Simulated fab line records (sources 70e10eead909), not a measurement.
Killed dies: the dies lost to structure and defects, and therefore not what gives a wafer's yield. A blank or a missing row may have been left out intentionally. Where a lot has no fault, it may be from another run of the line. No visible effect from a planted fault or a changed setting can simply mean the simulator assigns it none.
Which tool is to blame? :: flow nand_harc :: 33 wafers from 11 lots sampled at 3 of the route's 1302 steps

## WHAT EACH GAUGE READ, for each wafer
NHARC_P_GATE_CD_MEAS_11: target cd 1640 nm.
lot: L973
measured: day 4 12:33
on: cd_sem-03
cd_nm (nm): 1641.2 1639.4 1640.9

lot: L974
measured: day 4 16:49
on: cd_sem-01
cd_nm (nm): 1641.5 1639.0 1640.0

lot: L985
measured: day 9 05:16
on: cd_sem-01
cd_nm (nm): 1644.1 1644.2 1646.0

lot: L986
measured: day 9 21:05
on: cd_sem-03
cd_nm (nm): 1643.8 1646.2 1644.6

lot: L987
measured: day 10 12:29
on: cd_sem-02
cd_nm (nm): 1638.8 1638.3 1639.4

lot: L988
measured: day 10 12:38
on: cd_sem-01
cd_nm (nm): 1639.4 1638.5 1638.2

lot: L989
measured: day 11 06:03
on: cd_sem-01
cd_nm (nm): 1639.3 1637.1 1638.0

lot: L990
measured: day 11 11:35
on: cd_sem-03
cd_nm (nm): 1640.0 1639.1 1640.0

lot: L991
measured: day 11 18:37
on: cd_sem-03
cd_nm (nm): 1639.8 1641.7 1638.6

lot: L993
measured: day 12 17:26
on: cd_sem-03
cd_nm (nm): 1638.1 1638.6 1637.6

lot: L996
measured: day 14 08:13
on: cd_sem-03
cd_nm (nm): 1639.8 1639.2 1640.7

## WHAT TOOL EACH LOT RAN ON (gives the tool, then ch and the chambers of the sampled wafers, and finally the start)
lot: L973
NHARC_P_ZERO_WELL_DESCUM_26: rie_diel-04 ch 0,2,3, day 1 22:46
NHARC_P_GATE_EXPOSE_08: krf_scanner-03 ch 0, day 4 12:24

lot: L974
NHARC_P_ZERO_WELL_DESCUM_26: rie_diel-10 ch 0,1, day 2 08:53
NHARC_P_GATE_EXPOSE_08: krf_scanner-02 ch 0, day 4 16:39

lot: L985
NHARC_P_ZERO_WELL_DESCUM_26: rie_diel-07 ch 0,2, day 6 22:46
NHARC_P_GATE_EXPOSE_08: krf_scanner-01 ch 0, day 9 05:07

lot: L986
NHARC_P_ZERO_WELL_DESCUM_26: rie_diel-04 ch 0,2, day 7 08:39
NHARC_P_GATE_EXPOSE_08: krf_scanner-01 ch 0, day 9 20:56

lot: L987
NHARC_P_ZERO_WELL_DESCUM_26: rie_diel-04 ch 1,2,3, day 7 18:41
NHARC_P_GATE_EXPOSE_08: krf_scanner-03 ch 0, day 10 12:19

lot: L988
NHARC_P_ZERO_WELL_DESCUM_26: rie_diel-07 ch 1,2,3, day 8 04:52
NHARC_P_GATE_EXPOSE_08: krf_scanner-02 ch 0, day 10 12:29

lot: L989
NHARC_P_ZERO_WELL_DESCUM_26: rie_diel-10 ch 0,1,3, day 8 14:58
NHARC_P_GATE_EXPOSE_08: krf_scanner-02 ch 0, day 11 05:54

lot: L990
NHARC_P_ZERO_WELL_DESCUM_26: rie_diel-04 ch 1,2,3, day 9 00:46
NHARC_P_GATE_EXPOSE_08: krf_scanner-03 ch 0, day 11 11:26

lot: L991
NHARC_P_ZERO_WELL_DESCUM_26: rie_diel-10 ch 1,2,3, day 9 10:46
NHARC_P_GATE_EXPOSE_08: krf_scanner-03 ch 0, day 11 18:28

lot: L993
NHARC_P_ZERO_WELL_DESCUM_26: rie_diel-07 ch 0,3, day 10 06:50
NHARC_P_GATE_EXPOSE_08: krf_scanner-03 ch 0, day 12 17:17

lot: L996
NHARC_P_ZERO_WELL_DESCUM_26: rie_diel-10 ch 0,1,2, day 11 12:40
NHARC_P_GATE_EXPOSE_08: krf_scanner-03 ch 0, day 14 08:04
- NHARC_P_ZERO_WELL_DESCUM_26: chemistry O2, time 3 s.
- NHARC_P_GATE_EXPOSE_08: exposes mask P HV.

## THE ANSWER, worked out from the rows above alone
Rule: the lots themselves supply what counts as usual. Put in order of their means at a reading, lots are off if they are a third of the lots or fewer, leave a main group of 4 or more, and stand apart from it by a gap of 3 or more times the standard deviation of the main group's means; of several such gaps the widest counts. Not used: any main group whose means are identical at the precision the tables above print for the reading. Also off: a lot with no number at a reading for which 4 or more lots have one. The other lots that the step has rows for count as sound.
Off at NHARC_P_GATE_CD_MEAS_11 (cd_nm): L985, L986. Mean 1639.3 nm and standard deviation 0.86 in the main group.
A tool fits if, at a process step before that reading, it ran every lot that is off, and no sound lot after the first of them. Gauges at NHARC_P_GATE_CD_MEAS_11: tried the same way as those tools. One fits: krf_scanner-01 at NHARC_P_GATE_EXPOSE_08. It ran no sound lot before its first lot that is off in this sample, so the start can't be narrowed down.

## WHAT THE SIMULATOR HAD PUT IN
Process parameters drifting: krf_scanner-01 at NHARC_P_GATE_EXPOSE_08, beginning at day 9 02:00. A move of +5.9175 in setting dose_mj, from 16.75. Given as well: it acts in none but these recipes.
Struck lots among those shown: L985, L986. The rule above reached the same finding.
